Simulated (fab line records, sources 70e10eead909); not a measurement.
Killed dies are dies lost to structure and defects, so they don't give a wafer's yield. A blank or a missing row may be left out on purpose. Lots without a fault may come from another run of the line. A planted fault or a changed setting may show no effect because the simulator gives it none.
One fault seen from 2 desks | flow nand_harc | each desk has only its own numbers; what lay behind them comes last

THE METROLOGY DESK
What the gauges read, lot by lot, whatever tool the lot ran on: means of the sampled wafers that have a number. A lot is out of limits, marked OUT, if its mean lies more than 4 standard deviations from the usual mean; the brackets give that distance.
Columns: A = thk_nm at NHARC_A_ONON_D1_THK_MEAS_05, usual 1001 nm; B = thk_nm at NHARC_A_ONON_D1_THK_MEAS_34, usual 201 nm; C = overlay_x_nm at NHARC_A_CHANNEL_HOLE_D1_OVL_MEAS_11, usual 0.0 nm; D = overlay_y_nm at NHARC_A_CHANNEL_HOLE_D1_OVL_MEAS_11, usual -0.1 nm
lot  | first seen here | A    | B              | C    | D
L948 | day 7 15:23     | 1005 | 202            | -0.0 | -0.2
L949 | day 7 15:23     | 1015 | 198            | 0.1  | 0.3
L954 | day 9 02:25     | 1006 | 203            | -0.1 | -1.1
L956 | day 9 16:48     | 1011 | 200            | -0.9 | -0.0
L955 | day 9 16:50     | 1004 | 198            | 0.2  | 0.1
L957 | day 9 22:40     | 998  | 202            | -0.6 | -1.5
L959 | day 10 18:45    | 1002 | 201            | 0.8  | 0.3
L961 | day 10 18:47    | 1001 | 200            | -1.4 | 1.2
L962 | day 11 04:31    | 1004 | 228 (+8.4) OUT | 0.6  | -0.1
L964 | day 11 21:10    | 1000 | 199            | -0.5 | -0.7
L963 | day 11 21:11    | 991  | 230 (+9.1) OUT | -0.8 | 0.2
L969 | day 12 21:05    | 991  | 203            | 0.5  | 0.1
This desk's finding: out of limits on L962, L963; first on L962, day 11 17:32 (thk_nm at NHARC_A_ONON_D1_THK_MEAS_34). In limits: L948, L949, L954, L956, L955, L957, L959, L961, L964, L969.

THE TOOL OWNER'S DESK: pecvd-02
The tool's own readings at NHARC_A_ONON_D1_DEP_33 (deposits SiO2, target thk 200 nm): means of the sampled wafers that have a number, for each lot that ran on this tool. A lot is out of limits, marked OUT, if its mean lies more than 4 standard deviations from the usual mean; the brackets give that distance.
Columns: A = heater_power_w at NHARC_A_ONON_D1_DEP_33, usual 559 W; B = mfc_precursor_sccm at NHARC_A_ONON_D1_DEP_33, usual 161.4 sccm; C = throttle_valve_pct at NHARC_A_ONON_D1_DEP_33, usual 16.04 %
lot  | first seen here | A   | B               | C
L949 | day 8 02:30     | 505 | 161.4           | 15.84
L954 | day 9 14:32     | 476 | 160.9           | 15.76
L959 | day 11 07:22    | 511 | 161.4           | 15.86
L961 | day 11 07:38    | 470 | 161.0           | 16.03
L962 | day 11 17:15    | 489 | 182.3 (+42) OUT | 16.00
L963 | day 12 08:53    | 580 | 182.2 (+42) OUT | 16.25
This desk's finding: out of limits on L962, L963; first on L962, day 11 17:15 (mfc_precursor_sccm at NHARC_A_ONON_D1_DEP_33). In limits: L949, L954, L959, L961.

PUT TOGETHER
The tool owner's desk could have raised an alarm at day 11 17:15, on L962, L963.
The metrology desk could have raised an alarm at day 11 17:32, on L962, L963.
Of the lots named, all ran NHARC_A_ONON_D1_DEP_33 on pecvd-02.

WHAT THE SIMULATOR HAD PUT IN
Process parameter drift: pecvd-02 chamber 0, from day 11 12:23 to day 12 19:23, at NHARC_A_ONON_D1_DEP_33. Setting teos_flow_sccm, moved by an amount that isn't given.
Lots struck among those shown: L962, L963.
Hours from the fault's start to each desk's first reading out of limits: the tool owner's desk, 5; the metrology desk, 5.
